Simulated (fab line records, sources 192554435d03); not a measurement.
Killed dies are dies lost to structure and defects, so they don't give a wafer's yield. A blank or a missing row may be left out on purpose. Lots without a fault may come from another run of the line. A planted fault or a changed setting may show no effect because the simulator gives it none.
fab line records | flow n5_finfet
record lots=5 wafers=14 last_day=18
route steps=1938 shown BEOL_M6@1239 BEOL_M7@1263 PASSIVATION@1936
lots that met no fault: from a run of the same line without faults
start_h: hours from the record's first day to the start of the lot's first wafer shown | wait_h: hours since the lot's step before | " the same as in the row above | L1.1+2: a row that stands for several wafers | - no value, or no start given | * or withheld: withheld | < > ~ a bound
route shown NAME@n: a module of which the file shows steps, and the number in the route of the first | usual: mean/standard deviation of fault-free wafers | same: alike in all rows | chamber/n: place in a boat | sites: the reading at each site | _std_site: their standard deviation | _edge_site: outer sites' mean less inner sites' | radius_mm: how far each site lies from the wafer's centre | mask NAME#n: copy n | behind: the tool/chamber that last shaped the wafer | hold: why the lot was held/for how many hours/how that ended | device: the transistor (n, p or np) that didn't switch | end of line: the same wafers' tests at the end of the route | a step without rows: its recipe alone | killed: dies lost to structure and defects at the first sort, not the wafer's yield | map: a wafer's dies, x killed, . not, _ none there
set.NAME: the setting as run; set.NAME@STEP: as run at that earlier step | model.NAME: the simulator's own value behind a step, which no gauge read
lots at some steps of the route; a table a step, a row a wafer
services: from which hour (start_h, from the record's first day; less than 0 if before it) a tool's chamber was out of use, for how many hours, and why
## steps
# step N5_BEOL_M6_TRENCH_ETCH_37
# recipe chemistry=C4F6/O2 target_depth_a=944.35 target=SiCOH_lowk time_s=31.5 ion_energy_ev=250 pressure_mtorr=30 source_w=345 bias_w=185 Ar_flow_sccm=300 C4F6_flow_sccm=10 O2_flow_sccm=10
# usual drypump_motor_current_A=5.8/0.39 oes_o_777_au=0.78/0.091 oes_product_au=0.79/0.097 rf_vpp_V=666/14 showerhead_plenum_p_Torr=2.87/0.11 throttle_valve_pct=20.92/0.26
# same time_s=31.5
# columns lot.wafer tool chamber start_h wait_h drypump_motor_current_A oes_o_777_au oes_product_au rf_hours_counter_h rf_vpp_V showerhead_plenum_p_Torr throttle_valve_pct
L249.2 rie_diel-05 3 - - 6.1 0.74 0.73 204 642 2.69 20.80
L249.5 " 3 " " 6.1 0.74 0.73 - 641 2.69 20.80
L252.3 rie_diel-03 3 - - 5.2 0.70 0.71 190 666 2.71 21.14
L252.4 " 3 " " 5.1 0.70 0.71 - 666 2.71 21.16
L252.6 " 0 " " 6.2 0.67 0.69 - 672 2.93 21.13
L253.2 rie_diel-01 2 - - 5.5 0.83 0.88 53 682 2.88 20.71
L253.4 " 0 " " 5.2 0.76 0.77 111 676 2.96 20.84
L253.5 " 3 " " 5.7 0.87 0.90 - 657 3.03 21.25
L256.1 rie_diel-05 1 - - 5.5 0.66 0.66 247 651 2.79 21.05
L256.3 " 3 " " 6.1 0.73 0.71 219 641 2.69 20.81
L256.4 " 1 " " 5.5 0.66 0.66 - 652 2.79 21.08
L269.2 rie_diel-03 1 - - 6.1 0.87 0.88 44 660 2.78 20.37
L269.3 " 2 " " 5.2 0.89 0.88 37 661 2.80 21.02
L269.6 " 3 " " 5.2 0.66 0.67 - 666 2.68 21.25
# step N5_BEOL_M6_ETCH_41
# recipe chemistry=CH3F/O2 target=SiCN target_depth_a=297 taper_deg=2 time_s=52 ion_energy_ev=120 mask_material=TiN pressure_mtorr=30 source_w=395 bias_w=75 Ar_flow_sccm=150 CH3F_flow_sccm=30 O2_flow_sccm=20
# usual drypump_motor_current_A=5.8/0.39 oes_product_au=0.79/0.097 rf_vpp_V=297.7/1.8 showerhead_plenum_p_Torr=2.02/0.079 throttle_valve_pct=16.33/0.27
# same time_s=52
# columns lot.wafer tool chamber start_h wait_h drypump_motor_current_A oes_product_au rf_hours_counter_h rf_vpp_V showerhead_plenum_p_Torr throttle_valve_pct
L249.2 rie_diel-05 3 - - 6.1 0.73 204 296.4 1.89 16.30
L249.5 " 3 " " 6.1 0.70 - 294.3 1.89 16.28
L252.3 rie_diel-03 3 - - 5.1 0.71 190 293.5 1.90 16.62
L252.4 " 3 " " 5.1 0.71 - 296.0 1.90 16.60
L252.6 " 0 " " 6.2 0.69 - 298.7 2.06 16.60
L253.2 rie_diel-01 2 - - 5.5 0.86 53 297.6 2.03 16.11
L253.4 " 0 " " 5.1 0.79 111 299.0 2.09 16.28
L253.5 " 3 " " 5.7 0.91 - 300.3 2.13 16.54
L256.1 rie_diel-05 1 - - 5.5 0.66 247 296.5 1.96 16.53
L256.3 " 3 " " 6.1 0.71 219 295.8 1.89 16.33
L256.4 " 1 " " 5.5 0.66 - 295.7 1.96 16.54
L269.2 rie_diel-03 1 - - 6.1 0.87 44 297.2 1.95 15.74
L269.3 " 2 " " 5.2 0.87 37 295.1 1.97 16.31
L269.6 " 3 " " 5.2 0.67 - 295.0 1.88 16.71
# step N5_BEOL_M6_STRIP_80
# recipe chemistry=N2/H2 time_s=10 power_w=450 temp_c=40 pressure_mtorr=20 rf_frequency_hz=6e+07 bias_power_w=7 n2_flow_sccm=200 h2_flow_sccm=200
# step N5_BEOL_M6_OCD_MEAS_38
# usual trench_depth_nm=93.7/1.8
# columns lot.wafer tool chamber start_h wait_h trench_depth_nm
L249.2 ocd-02 - 185.40 - 94.2
L249.5 " - " " 94.5
L252.3 ocd-02 - 196.47 - 91.9
L252.4 " - " " 92.0
L252.6 " - " " 91.6
L253.2 ocd-01 - 207.71 - 93.9
L253.4 " - " " 93.1
L253.5 " - " " 94.0
L256.1 ocd-01 - 226.28 - 89.3
L256.3 " - " " 93.6
L256.4 " - " " 89.7
L269.2 ocd-02 - 335.50 - 92.0
L269.3 " - " " 94.8
L269.6 " - " " 90.8
# step N5_BEOL_M6_HM_STRIP_39
# recipe chemistry=peroxide_tin_strip material=TiN target_depth_a=250 temp_c=50 time_s=158
# step N5_BEOL_M6_SRD_40
# recipe time_s=30 temp_c=23 rinse_liquid=diw dry=ipa_marangoni
# step N5_BEOL_M6_PRECLEAN_42
# recipe chemistry=residue_remover time_s=60 temp_c=40
# step N5_BEOL_M6_SRD_43
# recipe time_s=30 temp_c=23 rinse_liquid=diw dry=ipa_marangoni
# step N5_BEOL_M6_CD_MEAS_35
# recipe target_cd_nm=40 target_cd_y_nm=28 polarity=opening
# usual cd_nm=39.8/0.75
# columns lot.wafer tool chamber start_h wait_h cd_nm
L249.2 cd_sem-02 - 185.56 0.0 40.2
L249.5 " - " " 41.3
L252.3 cd_sem-01 - 196.63 0.0 41.0
L252.4 " - " " 39.4
L252.6 " - " " 38.7
L253.2 cd_sem-03 - 207.86 0.0 40.3
L253.4 " - " " 40.1
L253.5 " - " " 41.1
L256.1 cd_sem-01 - 226.43 0.0 40.4
L256.3 " - " " 41.1
L256.4 " - " " 40.0
L269.2 cd_sem-02 - 335.76 0.0 38.6
L269.3 " - " " 38.3
L269.6 " - " " 39.2
# step N5_BEOL_M6_CURE_75
# recipe temp_c=370 time_s=120 ambient=DMADMS/He material=SiCOH_lowk
# step N5_BEOL_M6_DEGAS_44
# recipe ambient=vacuum temp_c=250 time_s=60
# step N5_BEOL_M6_PRE_CLEAN_45
# recipe gas=H2/He time_s=30 temp_c=250
# usual heater_power_w=335/29
# same time_s=30
# columns lot.wafer tool chamber start_h wait_h heater_power_w
L249.2 pvd_sputter-03 - 185.99 0.0 370
L249.5 " - " " 306
L252.3 pvd_sputter-02 - 197.25 0.0 313
L252.4 " - " " 318
L252.6 " - " " 317
L253.2 pvd_sputter-01 - 209.41 0.0 331
L253.4 " - " " 318
L253.5 " - " " 305
L256.1 pvd_sputter-02 - 227.42 0.0 363
L256.3 " - " " 326
L256.4 " - " " 318
L269.2 pvd_sputter-03 - 336.48 0.0 349
L269.3 " - " " 312
L269.6 " - " " 336
# step N5_BEOL_M6_ALD_77
# recipe material=TaN target_thk_a=20 temp_c=275 ald_precursor_family=PDMAT ald_co_reactant=NH3 pressure_torr=3 carrier_flow_sccm=1500 pulse_time_s=2 purge_time_s=3 co_reactant_purge_time_s=2 co_reactant_pulse_time_s=3 ald_cycles=40 precursor_vessel_temp_c=75 precursor_vessel_pressure_torr=26.25 precursor_vessel_carrier_sccm=1000
# usual heater_power_w=408/44 precursor_vessel_pressure_torr=26.25/0.058
# columns lot.wafer tool chamber start_h wait_h heater_power_w precursor_vessel_pressure_torr
L249.2 ald_metal-02 1 186.21 0.2 367 26.30
L249.5 " 3 " " 381 26.17
L252.3 ald_metal-04 3 197.32 0.0 450 26.23
L252.4 " 2 " " 443 26.32
L252.6 " 1 " " 458 26.24
L253.2 ald_metal-02 0 209.47 0.0 358 26.13
L253.4 " 1 " " 368 26.28
L253.5 " 2 " " 351 26.34
L256.1 ald_metal-02 0 227.49 0.1 355 26.25
L256.3 " 2 " " 345 26.26
L256.4 " 1 " " 365 26.15
L269.2 ald_metal-04 1 337.01 0.5 457 26.34
L269.3 " 0 " " 413 26.24
L269.6 " 2 " " 450 26.18
# step N5_BEOL_M6_SURFACE_TREAT_79
# recipe gas=Ar time_s=* ion_energy_ev=* ion_current_ma_cm2=0.5 pressure_mtorr=* ar_flow_sccm=30
# step N5_BEOL_M6_CVD_78
# recipe material=Co target_thk_a=20 temp_c=withheld precursor=CCTBA/H2 pressure_torr=30 time_s=142.3
# step N5_BEOL_M6_SPUTTER_48
# recipe material=Cu target_thk_a=100 temp_c=-20 bias_v=60 power_w=26000 chamber_pressure_pa=0.13 time_s=1.667
# step N5_BEOL_M6_ECD_50
# recipe material=Cu target_thk_a=3000
# step N5_BEOL_M6_ANNEAL_51
# recipe temp_c=225 time_s=90 ambient=N2
# step N5_BEOL_M6_CMP_52
# recipe stop_on=SiCOH_lowk t_overpolish_s=6.9 down_force_psi=1 platen_rpm=50 clearing_platen_down_force_psi=1.5 clearing_platen_rpm=50 post_cmp_clean=cu_alkaline target_thk_nm=80 clearing_platen_pad_velocity_m_s=0.99484 pad_velocity_m_s=0.99484
# usual barrier_field_endpoint_s=29.0/0.63 edge_zone_pressure_frac=1.000/0.0047 motor_current_A=6.0/0.69 overpolish_run_s=6.901/0.0088 time_to_endpoint_s=63.5/2.8
# columns lot.wafer tool chamber start_h wait_h barrier_field_endpoint_s edge_zone_pressure_frac motor_current_A overpolish_run_s time_to_endpoint_s
L249.2 cmp-01 1 189.26 0.2 28.1 1.003 5.7 6.908 58.8
L249.5 " 1 " " 28.9 1.000 5.9 6.893 59.3
L252.3 cmp-01 2 198.60 0.2 28.1 0.999 6.6 6.901 58.8
L252.4 " 0 " " 29.4 0.992 6.3 6.917 62.8
L252.6 " 3 " " 29.0 0.997 6.5 6.888 60.5
L253.4 cmp-01 0 210.92 0.1 29.1 1.001 6.5 6.900 62.6
L253.2 " 2 " " 29.0 0.998 6.7 6.906 67.3
L253.5 " 1 " " 28.3 1.004 6.1 6.900 62.7
L256.1 cmp-02 1 228.66 0.3 29.2 0.991 5.8 6.905 68.1
L256.4 " 2 " " 29.5 1.000 6.3 6.896 64.1
L256.3 " 3 " " 28.5 0.999 6.8 6.877 62.1
L269.2 cmp-04 2 339.69 0.2 29.2 1.002 6.1 6.894 62.8
L269.3 " 3 " " 28.7 1.003 4.7 6.902 61.8
L269.6 " 3 " " 29.4 1.002 4.6 6.898 62.4
# step N5_BEOL_M6_THK_MEAS_53
# recipe thk_meas_gauge=xrf reads=Cu_of_BEOL_M6_ECD_50
# usual M6_THK=79.7/2
# columns lot.wafer tool chamber start_h wait_h M6_THK[nm]
L249.2 film_metro-01 - 189.51 - 79.3
L249.5 " - " " 79.2
L252.3 film_metro-01 - 198.89 - 77.9
L252.4 " - " " 78.8
L252.6 " - " " 77.6
L253.2 film_metro-02 - 211.21 - 78.5
L253.4 " - " " 77.3
L253.5 " - " " 77.6
L256.1 film_metro-02 - 228.95 - 76.3
L256.3 " - " " 78.7
L256.4 " - " " 76.7
L269.2 film_metro-01 - 339.98 - 78.3
L269.3 " - " " 80.0
L269.6 " - " " 76.8
# step N5_BEOL_M6_PRE_CLEAN_55
# recipe gas=NH3 time_s=15 temp_c=withheld rf_power_w=300
# step N5_BEOL_M6_DEP_56
# recipe material=SiCN target_thk_a=100 temp_c=withheld precursor=3MS/NH3 pressure_torr=3 rf_w=202 time_s=17.5
# step N5_BEOL_M6_RS_MEAS_57
# recipe thk_meas_gauge=four-point-probe reads=Cu_of_BEOL_M6_ECD_50+Co_of_BEOL_M6_CVD_78+TaN_of_BEOL_M6_ALD_77
# usual M6_RS=0.288/0.0085
# columns lot.wafer tool chamber start_h wait_h M6_RS[ohm/sq]
L249.2 film_metro-02 - 189.64 0.1 0.290
L249.5 " - " " 0.288
L252.3 film_metro-02 - 199.02 0.1 0.296
L252.4 " - " " 0.290
L252.6 " - " " 0.295
L253.2 film_metro-01 - 211.35 0.1 0.291
L253.4 " - " " 0.298
L253.5 " - " " 0.296
L256.1 film_metro-01 - 229.08 0.1 0.302
L256.3 " - " " 0.292
L256.4 " - " " 0.300
L269.2 film_metro-01 - 340.11 0.1 0.298
L269.3 " - " " 0.289
L269.6 " - " " 0.303
# step N5_BEOL_M7_ILD_DEP_00
# recipe material=SiCOH_lowk target_thk_a=1797.5 temp_c=300 precursor=DEMS/porogen pressure_torr=5 rf_w=500 time_s=33.4
# step N5_BEOL_M7_CURE_74
# recipe temp_c=385 time_s=240 ambient=He/Ar material=SiCOH_lowk
# step N5_BEOL_M7_THK_MEAS_01
# recipe reads=SiCOH_lowk_of_BEOL_M7_ILD_DEP_00
# usual M7_ILD_THK=154.3/2
# columns lot.wafer tool chamber start_h wait_h M7_ILD_THK[nm]
L249.2 film_metro-01 - 190.28 0.4 155.7
L249.5 " - " " 155.6
L252.3 film_metro-01 - 199.99 0.3 154.8
L252.4 " - " " 157.3
L252.6 " - " " 156.4
L253.2 film_metro-01 - 212.09 0.4 152.9
L253.4 " - " " 157.3
L253.5 " - " " 156.3
L256.1 film_metro-01 - 230.43 0.8 155.3
L256.3 " - " " 153.8
L256.4 " - " " 155.1
L269.2 film_metro-02 - 340.75 0.4 152.1
L269.3 " - " " 151.1
L269.6 " - " " 154.1
# step N5_BEOL_M7_PECVD_70
# recipe material=SiO2 target_thk_a=200 temp_c=400 precursor=TEOS/O2 pressure_torr=5.5 rf_w=450 teos_flow_sccm=53.8 gas=O2 flow_sccm=3000 time_s=22.7
# step N5_BEOL_M7_HM_DEP_02
# recipe material=TiN target_thk_a=200 temp_c=25 chamber_pressure_pa=0.49996
# step N5_BEOL_M7_COAT_59
# recipe resist=SOC temp_c=250 time_s=60 spin_rpm=1500 resist_thk_nm=100
# step N5_BEOL_M7_COAT_60
# recipe resist=SiARC temp_c=220 time_s=60 spin_rpm=1500 resist_thk_nm=35
# step N5_BEOL_M7_COAT_05
# recipe resist=CAR-ArF spin_rpm=1500 resist_thk_nm=90
# step N5_BEOL_M7_EBR_07
# recipe solvent=PGMEA ebr_width_mm=1.5
# step N5_BEOL_M7_SOFTBAKE_06
# recipe temp_c=110 time_s=60 resist=CAR-ArF
# step N5_BEOL_M7_EXPOSE_08
# recipe mask_id=M7 na=1.35 source_shape=dipole sigma_inner=0.817 sigma_outer=0.97 polarization=te dose_mj=68.25
# step N5_BEOL_M7_PEB_09
# recipe peb_temp_c=withheld peb_time_s=60 resist=CAR-ArF
# step N5_BEOL_M7_DEVELOP_10
# recipe develop_time_s=30 developer=TMAH resist=CAR-ArF rinse_liquid=diw dry=air_spin dev_temp_c=23
# step N5_BEOL_M7_CD_MEAS_11
# recipe target_cd_nm=38.5 landing_energy_ev=500 detector=se_inlens polarity=opening
# usual cd_nm=38.3/0.44
# columns lot.wafer tool chamber start_h wait_h cd_nm
L249.2 cd_sem-02 0 191.33 - 38.3
L249.5 " 0 " " 37.4
L252.3 cd_sem-01 0 201.48 - 38.0
L252.4 " 0 " " 38.4
L252.6 " 0 " " 38.7
L253.2 cd_sem-01 0 213.43 - 38.3
L253.4 " 0 " " 38.2
L253.5 " 0 " " 38.4
L256.1 cd_sem-02 0 231.74 - 39.1
L256.3 " 0 " " 38.4
L256.4 " 0 " " 39.0
L269.2 cd_sem-02 0 341.35 - 38.5
L269.3 " 0 " " 38.2
L269.6 " 0 " " 38.2
# step N5_BEOL_M7_OVL_MEAS_12
# recipe points_per_wafer=44
# usual M7_OVL=0.5/0.6
# columns lot.wafer tool chamber start_h wait_h M7_OVL[nm]
L249.2 overlay-01 0 191.36 0.0 1.1
L249.5 " 0 " " 1.0
L252.3 overlay-02 0 201.51 0.0 0.7
L252.4 " 0 " " 0.6
L252.6 " 0 " " 0.5
L253.2 overlay-02 0 213.46 0.0 0.2
L253.4 " 0 " " 0.5
L253.5 " 0 " " 0.6
L256.1 overlay-01 0 231.79 0.1 1.9
L256.3 " 0 " " 1.0
L256.4 " 0 " " 0.6
L269.2 overlay-01 0 341.38 0.0 0.0
L269.3 " 0 " " 0.4
L269.6 " 0 " " 0.4
# step N5_BEOL_M7_DESCUM_16
# recipe chemistry=O2 time_s=7.9 source_power_w=50 bias_power_w=20 pressure_mtorr=20 rf_frequency_hz=2.712e+07 temp_c=40 resist=CAR-ArF o2_flow_sccm=225
# usual drypump_motor_current_A=5.5/0.49 oes_product_au=0.78/0.074 rf_vpp_V=243.3/1.2 showerhead_plenum_p_Torr=2.10/0.052 throttle_valve_pct=20.46/0.23
# same time_s=7.9
# columns lot.wafer tool chamber start_h wait_h drypump_motor_current_A oes_product_au rf_hours_counter_h rf_vpp_V showerhead_plenum_p_Torr throttle_valve_pct
L249.2 rie_diel-06 1 191.41 0.0 5.5 0.74 176 244.4 2.18 20.66
L249.5 " 3 " " 6.3 0.94 - 242.1 2.05 20.22
L252.3 rie_diel-06 0 201.57 0.0 4.9 0.69 236 241.4 2.06 20.14
L252.4 " 2 " " 5.8 0.74 167 243.0 2.10 20.83
L252.6 " 0 " " 4.9 0.69 - 242.3 2.06 20.13
L253.2 rie_diel-02 2 213.60 0.1 6.4 0.94 16 244.1 2.15 20.39
L253.4 " 1 " " 5.7 0.78 151 244.0 2.09 20.36
L253.5 " 2 " " 6.4 0.95 - 243.5 2.15 20.40
L256.1 rie_diel-04 0 231.85 0.0 5.1 0.78 108 241.6 2.09 20.36
L256.3 " 3 " " 5.3 0.81 68 243.9 2.14 20.54
L256.4 " 2 " " 5.0 0.83 88 242.3 2.03 20.56
L269.2 rie_diel-02 3 341.77 0.4 5.0 0.71 215 243.6 2.17 20.37
L269.3 " 0 " " 5.3 0.68 249 244.4 2.06 20.76
L269.6 " 1 " " 5.7 0.73 - 243.6 2.07 20.41
# step N5_BEOL_M7_ETCH_61
# recipe chemistry=CF4 target=SiARC target_depth_a=455 mask_material=CAR-ArF time_s=75.8 ion_energy_ev=80 pressure_mtorr=40 source_w=545 bias_w=36 Ar_flow_sccm=100 cf4_flow_sccm=100 ends=cleared
# step N5_PASSIVATION_PROBE_49
# usual defect_limited_yield=91.3/1.7 killed_at_M0_to_M3=33/9.9 killed_at_M4_up=14/6.4 killed_at_contacts=12/7 killed_at_front_end=41/13 killed_at_other=3.1/2.9 killed_dies=103/20 killed_on_rim=13/4 killed_open=67/14 killed_short=34/9.4 sort_bin_5_function=5.1/1.1 sort_bin_6_memory=3.2/0.79 sort_bin_8_speed=0.02/0.15 sort_n_pass=1077/21 sort_yield_pct=91.2/1.7
# same gross_dies=1180 killed_at_back_side=0 sort_bin_4_leakage[%]=0
# columns lot.wafer tool chamber start_h wait_h defect_limited_yield[%] killed_at_M0_to_M3 killed_at_M4_up killed_at_contacts killed_at_front_end killed_at_other killed_dies killed_on_rim killed_open killed_short sort_bin_5_function[%] sort_bin_6_memory[%] sort_bin_8_speed[%] sort_n_pass sort_yield_pct[%]
L253.5 prober-01 - 291.50 0.2 92.2 46 11 10 21 4 92 11 56 35 4.7 2.6 0 1088 92.2
L256.1 prober-02 - 302.87 0.0 83.3 32 122 9 33 1 197 28 59 25 10.2 4.3 0 983 83.3
L269.2 prober-01 - 431.64 0.1 93.6 20 5 9 33 8 75 10 46 29 3.8 2.3 0 1105 93.6
L269.3 prober-01 - 431.69 0.1 93.0 24 11 17 29 2 83 8 57 26 3.7 3.0 0 1097 93.0
L269.6 prober-01 - 431.84 0.3 92.4 19 12 27 26 6 90 14 57 33 4.5 2.7 0 1090 92.4
# killed by level:class
L253.5 BEOL_M0_SAQP:geometric_particle:short=16 BEOL_M0_SAQP:geometric_particle:open=11 MOL_CONTACT_COAG:geometric_particle:open=8 BEOL_M3:geometric_particle:open=8 DUMMY_GATE:geometric_particle:open=6 BEOL_M1:geometric_particle:open=4 BEOL_M1:geometric_particle:short=3 BEOL_M6:geometric_particle:open=3
L256.1 BEOL_M6:unspecified=112 MOL_CONTACT_COAG:geometric_particle:open=9 STI_FIN_REVEAL:geometric_particle:open=8 FIN_SAQP:geometric_particle:open=7 BEOL_M1:geometric_particle:open=7 FIN_SAQP:geometric_particle:short=6 BEOL_M0_SAQP:geometric_particle:open=6 BEOL_M2:geometric_particle:open=5
L269.2 STI_FIN_REVEAL:geometric_particle:open=9 MOL_CONTACT_COAG:geometric_particle:open=9 FIN_SAQP:geometric_particle:short=6 BEOL_M0_SAQP:geometric_particle:short=5 BEOL_M0_SAQP:geometric_particle:open=5 BEOL_M2:geometric_particle:open=5 PAD_METAL:geometric_particle:short=5 FIN_SAQP:geometric_particle:open=3
L269.3 MOL_CONTACT_COAG:geometric_particle:open=17 STI_FIN_REVEAL:geometric_particle:open=8 STI_FIN_REVEAL:geometric_particle:short=5 BEOL_M3:geometric_particle:open=5 BEOL_M0_SAQP:geometric_particle:open=4 BEOL_M4:geometric_particle:open=4 DUMMY_GATE:geometric_particle:open=3 BEOL_M0_SAQP:geometric_particle:short=3
L269.6 MOL_CONTACT_COAG:geometric_particle:open=20 STI_FIN_REVEAL:geometric_particle:open=12 MOL_CONTACT_COAG:geometric_particle:short=7 BEOL_M3:geometric_particle:open=5 BEOL_M4:geometric_particle:open=5 BEOL_M1:geometric_particle:short=4 STI_FIN_REVEAL:geometric_particle:short=3 BEOL_M0_SAQP:geometric_particle:short=3
# map L256.1 (x killed, . not)
_________________............________________
______________x.............x.x._____________
___________...........x............__________
__________...........x....x........._________
________..x.....x........x............_______
_______x.x.....x..x.........x..........______
______xxx.x..x..............x..........._____
_____xxxxxxxxxx.........x......x.........____
____xxxxxxxxx................xx...........___
___xxxxxxxxxxxxx.....x.......x......x......__
___xxxxxxxxxx.xx.....x...................x.__
__xxxxxxxxxxxxx.x............x....xx........_
__xxxxxxxxxxx..x...x..x...........x........._
_xxxxxxxxxxxx.x..x...........................
_xxxxxxxxxx.xxx..x.....x.....xx..............
_.xxxxxxxx......x......x................x....
_....xx..........................x....x......
_..x...x..x..................................
_...x........x..x......x....x................
_x......xx.................x................x
_..........x........x..........x.............
__..............x.......................x..._
__....................................xx...._
___x..x..x.....x...........................__
___.x.................x......x............x__
____.......x...x...x......................___
_____..............x........x...x........____
______.................................._____
_______.......x..............x.......x.______
________.......x................x....._______
__________...........x..x......x..x._________
___________........................__________
______________.....x.......x...._____________
_________________...x........________________
# map L253.2 (x killed, . not)
_________________......x.....________________
______________x.........x...x..._____________
___________........x...............__________
__________.....................x...._________
________..x..............x............_______
_______..x...x..x.........x.......x...x______
______.x..............x.x.......x......._____
_____.............x....x.....xx.........x____
____......x..................x............___
___.....x........xx............x.x.........__
___.....................................xx.__
__....x........x......x..........x.........._
__.....x.x................x........xx......._
_....x.....x...x.............................
_x.............x..........x..................
_...........xx..xx...x....x..................
_.......x.....x.......x......................
_x..........x..............x..x.xx.....x.....
_....xx.........x...x.x.x....................
_.....x.........xx...........................
_..................x......x..x...............
__xx.............................x.x........_
__.......x..............x.........x...x....._
___...x....x...............................__
___...............x.......x.............x..__
____....................x.....x..x........___
_____...x....x...........................____
______....x................x............_____
_______...........x..........x..x......______
________.x..x........................._______
__________...x...................x.._________
___________....x......x...xx.......__________
______________.....x............_____________
_________________............________________
## services
# columns tool chamber start_h hours kind
rie_diel-05 0 175.21 1.2 repair
ald_metal-02 0 175.38 3.0 repair
cmp-01 - 176.83 2.5 repair
rie_diel-06 - 177.84 0.6 repair
cmp-01 - 191.02 2.7 repair
rie_diel-01 - 216.73 1.2 repair
rie_diel-06 3 235.37 2.3 repair
rie_diel-05 1 237.91 6.5 repair
ald_metal-02 - 239.74 0.8 repair
rie_diel-03 0 258.93 7.9 repair
rie_diel-03 1 266.71 8.6 repair
pvd_sputter-02 - 269.38 29.2 repair
ald_metal-02 2 281.62 6.4 repair
cmp-01 - 281.83 4.0 pm
rie_diel-03 1 289.50 8.2 repair
rie_diel-06 1 295.74 3.9 repair
ald_metal-02 - 296.99 14.6 pm
ald_metal-04 - 301.55 2.8 pm
ald_metal-04 3 305.55 25.9 repair
rie_diel-05 1 308.63 4.9 repair
rie_diel-03 2 309.62 9.7 repair
ald_metal-02 - 320.01 28.1 pm
rie_diel-05 1 329.31 1.2 repair
cmp-01 - 337.59 2.7 repair
## key
first_sign step=N5_PASSIVATION_PROBE_49 reading=killed_at_M4_up direction=up sigmas=17 usual=14 struck=122
effect step=N5_PASSIVATION_PROBE_49 reading=defect_limited_yield direction=down sigmas=4.6 usual=91.3 struck=83.3
more_kills_born_at N5_BEOL_M6_ALD_77@ald_metal-02=112
met_at N5_BEOL_M6_ALD_77
struck_wafers L256.1
onset_between 209.47 227.49
fault kind=chamber_particle_source tool=ald_metal-02 chamber=0 onset_h=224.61 steps=N5_BEOL_M6_ALD_77 rate_per_visit_cm2=0.91295 end_h=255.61
